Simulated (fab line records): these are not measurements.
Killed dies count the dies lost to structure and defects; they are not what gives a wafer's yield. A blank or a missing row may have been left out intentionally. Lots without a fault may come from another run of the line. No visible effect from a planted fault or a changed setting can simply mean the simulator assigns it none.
Struck lot and sound lot, side by side ; flow n5_finfet ; 21 steps out of a route of 1938
Sound: these wafers, L135.2, L135.3, L135.6. Struck: wafers L147.1, L147.2, L147.3. The cause comes at the end.
At each step with rows: each side's tool, then ch and its chambers, then its first start. Under that, the readings that differ: sound wafers ; struck wafers ; difference of the means ; sigmas: that difference in standard deviations of wafers without a fault.
alike: readings with means less than 2 such deviations apart, plus words and numbers identical on both sides. not compared: withheld readings, readings lacking a value on some wafer, bounds such as >300 that could conceal the same value, and numbers that have no deviation in the record and whose values overlap.
The two part at a step that has a row with sigmas, a row that says differs or no value, or rows on one side only. When numbers do not overlap yet have no deviation, they are printed without sigmas and do not part them. Lack of a reading on every wafer of one side parts them only where that side has two or more wafers.

first, 10 steps without rows for these wafers: N5_FIN_SAQP_SRD_01 (time 30 s); N5_FIN_SAQP_ALD_61 (deposits SiO2, target thk 4 nm, pulse time 1 s, purge time 2 s); N5_FIN_SAQP_DENSIFY_62 (time 60 s); N5_FIN_SAQP_HM_DEP_03 (deposits SiNx from SiH4/NH3/N2, target thk 38 nm, time 33.6 s); N5_FIN_SAQP_PECVD_47 (deposits a-Si from SiH4/He, target thk 45 nm, time 36.3 s); N5_FIN_SAQP_PECVD_48 (deposits SiNx from SiH4/NH3/N2, target thk 25 nm, time 22.1 s); N5_FIN_SAQP_PECVD_06 (deposits a-Si from SiH4/He, target thk 60 nm, time 48.1 s); N5_FIN_SAQP_HM_DEP_72 (deposits SiO2 from SiH4/N2O, target thk 12 nm, time 7.2 s); N5_FIN_SAQP_COAT_49 (time 60 s, resist thk 100 nm); N5_FIN_SAQP_COAT_50 (time 60 s, resist thk 35 nm).
N5_FIN_SAQP_COAT_10: resist thk 90 nm.
  sound on litho_track-03 ch 0, day 2 22:00; struck on litho_track-03 ch 0, day 5 21:39
reading;sound;struck;difference;sigmas
spin_speed_rpm (rpm);1499.9 1497.0 1500.3;2059.5 2059.9 2057.2;+559.8;+99 or more
model.CAR-ArF_of_FIN_SAQP_COAT_10.thk_nm (nm);89.8 90 89.97;76.88 76.87 76.77;-13.08;
then, 6 steps without rows for these wafers: N5_FIN_SAQP_EBR_12; N5_FIN_SAQP_SOFTBAKE_11 (time 60 s); N5_FIN_SAQP_EXPOSE_13 (exposes mask FIN CORE, target cd 35.6 nm); N5_FIN_SAQP_PEB_14 (peb time 60 s); N5_FIN_SAQP_DEVELOP_15 (develop time 30 s); N5_FIN_SAQP_DESCUM_21 (chemistry O2, time 7.9 s).
N5_FIN_SAQP_ETCH_51: etches SiARC in CF4, target depth 45.5 nm, time 75.8 s.
  sound on rie_diel-04 ch 2,3, day 2 22:22; struck on rie_diel-01 ch 2,3, day 5 22:20
reading;sound;struck;difference;sigmas
model.CAR-ArF_of_FIN_SAQP_COAT_10.thk_nm (nm);50.75 50.93 50.88;37.69 37.75 37.74;-13.13;
  alike: chamber_pressure_mTorr, drypump_motor_current_A, etch_rf_on_time_s, oes_product_au, rf_fwd_power_W, rf_vpp_V, showerhead_plenum_p_Torr, throttle_valve_pct
  not compared: rf_hours_counter_h
then, 1 step without rows for these wafers: N5_FIN_SAQP_ETCH_52 (etches SOC in N2/H2, target depth 100 nm, overetch 20 nm, time 150 s).
-- the record jumps here: 8 days lie between the struck wafers' starts before and after (it left off in module FIN_SAQP and takes up again in module BEOL_M4, whose first step shown is number 1111 of the route) --
N5_BEOL_M4_RC_MEAS_101:
  sound on prober-01 ch 0, day 10 00:03; struck on prober-01 ch 0, day 13 20:19
  alike: DIBL_N, DIBL_P, IOFF_N, IOFF_P, ION_N, ION_P, SS_N, SS_P, VT_N, VT_P
then, 1 step without rows for these wafers: N5_PASSIVATION_PROBE_49.

== WHERE THEY PART ==
Within this record, at N5_FIN_SAQP_COAT_10 only. Later steps at which nothing parts them and some readings are alike: N5_FIN_SAQP_ETCH_51, N5_BEOL_M4_RC_MEAS_101.

WHY: what had been put in by the simulator
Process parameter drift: litho_track-03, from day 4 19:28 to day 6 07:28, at N5_FIN_SAQP_COAT_10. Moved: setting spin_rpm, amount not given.
